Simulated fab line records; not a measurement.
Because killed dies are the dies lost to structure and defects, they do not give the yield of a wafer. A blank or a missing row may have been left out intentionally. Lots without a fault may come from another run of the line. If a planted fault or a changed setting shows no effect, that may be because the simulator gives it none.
2 desks looking at one fault    flow n5 finfet    every desk sees just its own numbers, and what lay behind them comes last

## THE METROLOGY DESK
Lot by lot, what the gauges showed, no matter which tool ran the lot: averages of those sampled wafers that carry a number. A lot is out of limits, marked OUT, if its mean lies more than 4 standard deviations from the usual mean; the brackets give that distance. 7 of its 10 readings are shown, namely those furthest out on some lot.
Columns: A = DIBL_N at N5_BEOL_M4_RC_MEAS_101, usual 36.4 mV/V; B = IOFF_P at N5_BEOL_M4_RC_MEAS_101, usual 0.202 nA/um; C = ION_N at N5_BEOL_M4_RC_MEAS_101, usual 671 uA/um; D = ION_P at N5_BEOL_M4_RC_MEAS_101, usual 460 uA/um; E = SS_N at N5_BEOL_M4_RC_MEAS_101, usual 71.6 mV/dec; F = VT_N at N5_BEOL_M4_RC_MEAS_101, usual 250.9 mV; G = VT_P at N5_BEOL_M4_RC_MEAS_101, usual -251.4 mV
lot   first seen here  A     B      C    D    E     F      G
L145  day 8 09:47      37.8  0.186  666  451  71.3  251.8  -255.0
L147  day 9 12:49      36.9  0.215  682  467  71.1  247.9  -248.9
L160  day 12 18:46     35.9  0.226  657  461  71.1  253.7  -248.2
Finding of this desk: none of the 3 lots has anything out of limits.

## FOR THE TOOL OWNER'S DESK: rie si-03
The tool's own readings at N5_FIN_SAQP_MANDREL_ETCH_58 (etches a-Si in HBr/Cl2, stops on SiNx, target depth 45 nm, bt time 10 s, time 27 s): means of the sampled wafers that have a number, for each lot that ran on this tool. A lot is out of limits, marked OUT, if its mean lies more than 4 standard deviations from the usual mean; the brackets give that distance.
Columns: A = drypump motor current A at N5_FIN_SAQP_MANDREL_ETCH_58, usual 5.6 A; B = mfc cl2 sccm at N5_FIN_SAQP_MANDREL_ETCH_58, usual 80.00 sccm; C = oes product au at N5_FIN_SAQP_MANDREL_ETCH_58, usual 0.695 a.u.; D = rf fwd power W at N5_FIN_SAQP_MANDREL_ETCH_58, usual 794 W; E = throttle valve pct at N5_FIN_SAQP_MANDREL_ETCH_58, usual 35.51 %
lot   first seen here  A    B      C      D              E
L145  day 2 23:37      5.5  80.17  0.689  794            35.45
L147  day 3 13:34      5.6  79.86  0.700  856 (+20) OUT  35.58
This desk's finding: out of limits on L147; first on L147, day 3 13:34 (rf fwd power W at N5_FIN_SAQP_MANDREL_ETCH_58). Within limits: L145.

## BROUGHT TOGETHER
The tool owner's desk had the chance to raise an alarm at day 3 13:34 on L147.
The metrology desk saw nothing out of limits.
The metrology desk holds a record of L147, inside its limits.
On rie si-03, each named lot ran N5_FIN_SAQP_MANDREL_ETCH_58.

## WHAT THE SIMULATOR HAD INSERTED
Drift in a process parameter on rie si-03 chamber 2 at N5_FIN_SAQP_MANDREL_ETCH_58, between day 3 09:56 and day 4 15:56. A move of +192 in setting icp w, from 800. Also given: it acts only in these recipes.
Struck lots among those shown: L147.
Hours from the fault's start to each desk's first reading out of limits: the tool owner's desk, 4.
